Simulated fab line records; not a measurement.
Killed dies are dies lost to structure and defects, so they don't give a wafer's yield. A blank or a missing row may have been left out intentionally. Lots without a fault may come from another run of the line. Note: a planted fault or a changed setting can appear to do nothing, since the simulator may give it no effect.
Split-lot study | flow n5-finfet | 21 wafers read across 7 lots, on a route 1938 steps long

## ON THE SPLIT
At N5_BEOL_M5_TRENCH_ETCH_37 (etches SiCOH lowk in C4F6/O2, target depth 71.652 nm, time 24.7 s), the setting bias-w was moved away from the recipe's 185 W on 8 of the 21 wafers read, by -14.9% to +11.2%. For the rest of the wafers, this setting stayed at what the recipe calls for.

The split's own step is where the reading is taken.

## THE READING
rf-vpp-V, in V, at N5_BEOL_M5_TRENCH_ETCH_37 (etches SiCOH lowk in C4F6/O2, target depth 71.652 nm, time 24.7 s). On this fab line, fault-free wafers typically give 667 V with a standard deviation of 11 V.

wafer  | tool, chamber at the split | bias-w as run, W | against the recipe | rf-vpp-V, V | against lot-mates on the recipe
L074.1 | rie-diel-02, 3             | 157.4            | -14.9%             | 602         | -71
L074.2 | rie-diel-02, 0             | 157.4            | -14.9%             | 588         | -85
L074.4 | rie-diel-02, 1             | 185              | recipe             | 673         | -
L077.1 | rie-diel-03, 0             | 176.5            | -4.6%              | 650         | -5
L077.5 | rie-diel-03, 2             | 176.5            | -4.6%              | 636         | -19
L077.6 | rie-diel-03, 3             | 185              | recipe             | 655         | -
L079.1 | rie-diel-01, 3             | 185              | recipe             | 672         | -
L079.2 | rie-diel-01, 2             | 185              | recipe             | 665         | -
L079.3 | rie-diel-01, 1             | 185              | recipe             | 667         | -
L080.1 | rie-diel-02, 0             | 185              | recipe             | 669         | -
L080.4 | rie-diel-02, 1             | 185              | recipe             | 674         | -
L080.6 | rie-diel-02, 0             | 185              | recipe             | 669         | -
L084.2 | rie-diel-02, 2             | 175.9            | -4.9%              | 619         | -59
L084.3 | rie-diel-02, 1             | 185              | recipe             | 673         | -
L084.6 | rie-diel-02, 3             | 185              | recipe             | 683         | -
L092.1 | rie-diel-01, 1             | 185              | recipe             | 666         | -
L092.2 | rie-diel-01, 0             | 205.7            | +11.2%             | 722         | +58
L092.3 | rie-diel-01, 2             | 185              | recipe             | 663         | -
L090.2 | rie-diel-01, 1             | 169.8            | -8.2%              | 624         | -39
L090.4 | rie-diel-01, 0             | 169.8            | -8.2%              | 621         | -42
L090.5 | rie-diel-01, 2             | 185              | recipe             | 663         | -

THE FIT
A straight line over all 21 wafers: rf-vpp-V changes by +5.12 V for each +1% of bias-w; r = +0.96; the points scatter about the line by 8.5 V.
The same after taking each lot's own level away (the mean of its wafers on the recipe; 21 wafers): +5.21 V for each +1%; r = +0.96; scatter 9.5 V.
On that fit, the largest move of bias-w shifts the reading by 78 V.
Across the lots, their own levels run from 655.0 to 678.0 V, a range of 2.1 times the standard deviation given above.
The two slopes agree, so the slope changes little with the lot-to-lot level.
Check: with one of the wafers moved furthest among these (-14.9%) left out of the fit, the line predicts -80.9 V for it against its lot-mates. Against them it came out at -71 V.
Tool readings at the split's step, against how far the setting was moved: rf-vpp-V r = +0.96.

## FILE'S OWN FIT
rf-vpp-V changes by +5.38 V for each +1% of bias-w, r = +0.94.
